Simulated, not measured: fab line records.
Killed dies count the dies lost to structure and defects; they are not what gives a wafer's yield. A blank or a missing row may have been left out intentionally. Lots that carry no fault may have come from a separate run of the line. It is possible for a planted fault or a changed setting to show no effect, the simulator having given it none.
2 desks looking at one fault -- flow n5 finfet -- what lay behind the numbers comes last; until then each desk has only its own

## THE METROLOGY DESK
Lot by lot, what the gauges showed, no matter which tool ran the lot: averages of those sampled wafers that carry a number. A lot is out of limits, marked OUT, if its mean lies more than 4 standard deviations from the usual mean; the brackets give that distance. It has 11 readings; the 7 that lie furthest out on some lot are the ones shown.
Columns: A = IOFF_P at N5_BEOL_M4_RC_MEAS_101, usual 0.21 nA/um; B = ION_P at N5_BEOL_M4_RC_MEAS_101, usual 463 uA/um; C = SS_N at N5_BEOL_M4_RC_MEAS_101, usual 71.6 mV/dec; D = SS_P at N5_BEOL_M4_RC_MEAS_101, usual 73.3 mV/dec; E = VT_N at N5_BEOL_M4_RC_MEAS_101, usual 249 mV; F = VT_P at N5_BEOL_M4_RC_MEAS_101, usual -251 mV; G = M7_ILD_THK at N5_BEOL_M7_THK_MEAS_01, usual 155.0 nm
lot,first seen here,A,B,C,D,E,F,G
L851,day 9 04:30,0.23,467,71.3,73.4,250,-248,155.4
L854,day 9 12:51,0.20,456,72.0,73.5,249,-253,157.4
L859,day 11 01:13,0.23,472,71.4,73.2,247,-248,154.8
L861,day 11 09:26,0.21,455,72.1,72.9,249,-251,153.5
L865,day 12 12:25,0.21,455,72.0,73.5,249,-254,155.5
L868,day 13 02:31,0.15,447,71.8,72.9,251,-257,155.4
L867,day 13 08:55,0.22,468,71.8,72.4,250,-249,153.1
L869,day 13 15:29,0.24,470,71.2,74.3,251,-249,156.1
L870,day 13 17:52,0.23,471,71.8,73.8,247,-249,153.9
L871,day 14 04:28,0.16,453,70.6,72.3,253,-256,155.2
This desk's finding: nothing out of limits on any of the 10 lots.

## FOR THE TOOL OWNER'S DESK: rie diel-05
The tool's own readings at N5_BEOL_M7_ETCH_62 (etches SOC in N2/H2, target depth 110 nm, overetch 22 nm, time 165 s): means of the sampled wafers that have a number, for each lot that ran on this tool. A lot is out of limits, marked OUT, if its mean lies more than 4 standard deviations from the usual mean; the brackets give that distance.
Columns: A = bias w at N5_BEOL_M7_ETCH_62, usual 150.0 W; B = drypump motor current A at N5_BEOL_M7_ETCH_62, usual 5.6 A; C = oes product au at N5_BEOL_M7_ETCH_62, usual 0.66 a.u.; D = rf fwd power W at N5_BEOL_M7_ETCH_62, usual 837.1 W; E = rf vpp V at N5_BEOL_M7_ETCH_62, usual 525.3 V; F = showerhead plenum p Torr at N5_BEOL_M7_ETCH_62, usual 2.59 Torr; G = throttle valve pct at N5_BEOL_M7_ETCH_62, usual 17.7 %
lot,first seen here,A,B,C,D,E,F,G
L851,day 10 03:19,150.1,6.0,0.63,835.0,525.7,2.62,18.2
L854,day 10 12:11,150.0,5.4,0.66,838.6,526.1,2.61,17.6
L859,day 12 00:42,149.5,5.3,0.63,635.9 (-77) OUT,575.6 (+21) OUT,2.60,17.7
L861,day 12 11:45,150.4,5.4,0.67,635.3 (-78) OUT,575.0 (+21) OUT,2.60,17.8
Finding of this desk: L859, L861 out of limits; the first was L859 at day 12 00:42, on rf fwd power W at N5_BEOL_M7_ETCH_62. L851, L854 stayed within limits.

## ALL TOGETHER
On L859, L861, at day 12 00:42, an alarm was possible from the tool owner's desk.
At the metrology desk, nothing out of limits was observed.
The metrology desk holds a record of L859, L861, inside its limits.
N5_BEOL_M7_ETCH_62 was run on rie diel-05 by each of the lots named.

## WHAT THE SIMULATOR PUT IN
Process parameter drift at N5_BEOL_M7_ETCH_62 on rie diel-05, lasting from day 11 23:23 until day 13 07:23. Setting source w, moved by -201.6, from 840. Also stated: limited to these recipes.
Shown lots that were struck: L859, L861.
Each desk's first reading out of limits, in hours after the fault started: the tool owner's desk, 1.
